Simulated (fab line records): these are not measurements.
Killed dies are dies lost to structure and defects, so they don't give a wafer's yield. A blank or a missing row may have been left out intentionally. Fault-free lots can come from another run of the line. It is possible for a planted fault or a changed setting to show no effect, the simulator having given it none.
Lot-split experiment + flow n5Finfet + route with 1938 steps; 7 lots, 39 wafers read

ABOUT THE SPLIT
At N5_MOL_CONTACT_COAG_IMPLANT_129, the setting energyKev was moved away from the recipe's 3 on 15 of the 39 wafers read, by -19.6% to +20.6%. This setting was run at the recipe's value on the other wafers.

The reading is taken at the split's own step.

THE READING
In nm, at N5_MOL_CONTACT_COAG_IMPLANT_129: implant.drpNm, which is the simulator's own figure and was read by no gauge. The file gives no usual value for it.

| wafer  | tool, chamber at the split | energyKev as run | against the recipe | implant.drpNm, nm | against lot-mates on the recipe |
|--------|----------------------------|------------------|--------------------|-------------------|---------------------------------|
| L074.1 | implanter-02, 0            | 3                | recipe             | 2.134             | -                               |
| L074.5 | implanter-02, 0            | 3                | recipe             | 2.134             | -                               |
| L074.6 | implanter-02, 0            | 3                | recipe             | 2.134             | -                               |
| L074.2 | implanter-02, 0            | 3.568            | +18.9%             | 2.377             | +0.243                          |
| L074.3 | implanter-02, 0            | 3.568            | +18.9%             | 2.377             | +0.243                          |
| L074.4 | implanter-02, 0            | 3.568            | +18.9%             | 2.377             | +0.243                          |
| L079.1 | implanter-01, 0            | 3                | recipe             | 2.134             | -                               |
| L079.2 | implanter-01, 0            | 3                | recipe             | 2.134             | -                               |
| L079.4 | implanter-01, 0            | 3                | recipe             | 2.134             | -                               |
| L079.3 | implanter-01, 0            | 2.517            | -16.1%             | 1.914             | -0.220                          |
| L079.5 | implanter-01, 0            | 2.517            | -16.1%             | 1.914             | -0.220                          |
| L079.6 | implanter-01, 0            | 2.517            | -16.1%             | 1.914             | -0.220                          |
| L084.1 | implanter-02, 0            | 3                | recipe             | 2.134             | -                               |
| L084.2 | implanter-02, 0            | 3                | recipe             | 2.134             | -                               |
| L084.3 | implanter-02, 0            | 3                | recipe             | 2.134             | -                               |
| L084.4 | implanter-02, 0            | 2.412            | -19.6%             | 1.865             | -0.269                          |
| L084.5 | implanter-02, 0            | 2.412            | -19.6%             | 1.865             | -0.269                          |
| L084.6 | implanter-02, 0            | 2.412            | -19.6%             | 1.865             | -0.269                          |
| L089.3 | implanter-01, 0            | 3                | recipe             | 2.134             | -                               |
| L089.4 | implanter-01, 0            | 3                | recipe             | 2.134             | -                               |
| L089.5 | implanter-01, 0            | 3                | recipe             | 2.134             | -                               |
| L091.1 | implanter-01, 0            | 3                | recipe             | 2.134             | -                               |
| L091.2 | implanter-01, 0            | 3                | recipe             | 2.134             | -                               |
| L091.6 | implanter-01, 0            | 3                | recipe             | 2.134             | -                               |
| L091.3 | implanter-01, 0            | 2.485            | -17.2%             | 1.899             | -0.235                          |
| L091.4 | implanter-01, 0            | 2.485            | -17.2%             | 1.899             | -0.235                          |
| L091.5 | implanter-01, 0            | 2.485            | -17.2%             | 1.899             | -0.235                          |
| L092.1 | implanter-01, 0            | 3                | recipe             | 2.134             | -                               |
| L092.2 | implanter-01, 0            | 3                | recipe             | 2.134             | -                               |
| L092.6 | implanter-01, 0            | 3                | recipe             | 2.134             | -                               |
| L092.3 | implanter-01, 0            | 3.617            | +20.6%             | 2.397             | +0.263                          |
| L092.4 | implanter-01, 0            | 3.617            | +20.6%             | 2.397             | +0.263                          |
| L092.5 | implanter-01, 0            | 3.617            | +20.6%             | 2.397             | +0.263                          |
| L094.1 | implanter-01, 0            | 3                | recipe             | 2.134             | -                               |
| L094.2 | implanter-01, 0            | 3                | recipe             | 2.134             | -                               |
| L094.3 | implanter-01, 0            | 3                | recipe             | 2.134             | -                               |
| L094.4 | implanter-01, 0            | 3                | recipe             | 2.134             | -                               |
| L094.5 | implanter-01, 0            | 3                | recipe             | 2.134             | -                               |
| L094.6 | implanter-01, 0            | 3                | recipe             | 2.134             | -                               |

FIT RESULTS
A straight line over all 39 wafers: implant.drpNm changes by +0.0133 nm for each +1% of energyKev; r = +1.00; the points scatter about the line by 0.0041 nm.
The same after taking each lot's own level away (the mean of its wafers on the recipe; 39 wafers): +0.0133 nm for each +1%; r = +1.00; scatter 0.0041 nm.
The reading moves by 0.27 nm for the largest change in energyKev, on that fit.
The lots' own levels span 2.1340 to 2.1340 nm.
Consequently the slope shifts little with the lot-to-lot level, the two slopes agreeing.
Check: for one of the wafers moved furthest among these (+20.6%), held out of the fit, the line's prediction against its lot-mates is +0.271 nm. Against them it came out at +0.263 nm.

OTHER SPLITS APPLIED TO THESE WAFERS
Before the reading, these wafers also passed through other splits. Each is held against what the fit with the lots' levels taken away leaves over:
| other split on the same wafers        | wafers away from the commonest value | r with implant.drpNm (lot level and that fit taken away) |
|---------------------------------------|--------------------------------------|----------------------------------------------------------|
| N5_DUMMY_GATE_ETCH_37 sourceW         | 15                                   | +0.14                                                    |
| N5_SD_EPI_N_ETCH_35 timeS             | 9                                    | +0.06                                                    |
| N5_GATE_CUT_ETCH_58 targetDepthA      | 12                                   | +0.07                                                    |
| N5_GATE_CUT_HM_DEP_46 targetThkA      | 15                                   | +0.22                                                    |
| N5_GATE_CUT_CUT_ETCH_54 Cl2_flow_sccm | 15                                   | +0.17                                                    |

THE WHOLE CHAIN: every reading that the file lists as answering this split, in the file's order
| step                            | what it does | reading                                                        | change (the file's fit)                | r (the file's) |
|---------------------------------|--------------|----------------------------------------------------------------|----------------------------------------|----------------|
| N5_MOL_CONTACT_COAG_IMPLANT_129 |              | implant.rpNm (the simulator's own value, which no gauge read)  | +0.0343 nm for each +1% of the setting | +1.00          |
| N5_MOL_CONTACT_COAG_IMPLANT_129 |              | implant.drpNm (the simulator's own value, which no gauge read) | +0.0133 nm for each +1% of the setting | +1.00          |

FILE'S OWN FIT
implant.drpNm changes by +0.0133 nm for each +1% of energyKev, r = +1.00.
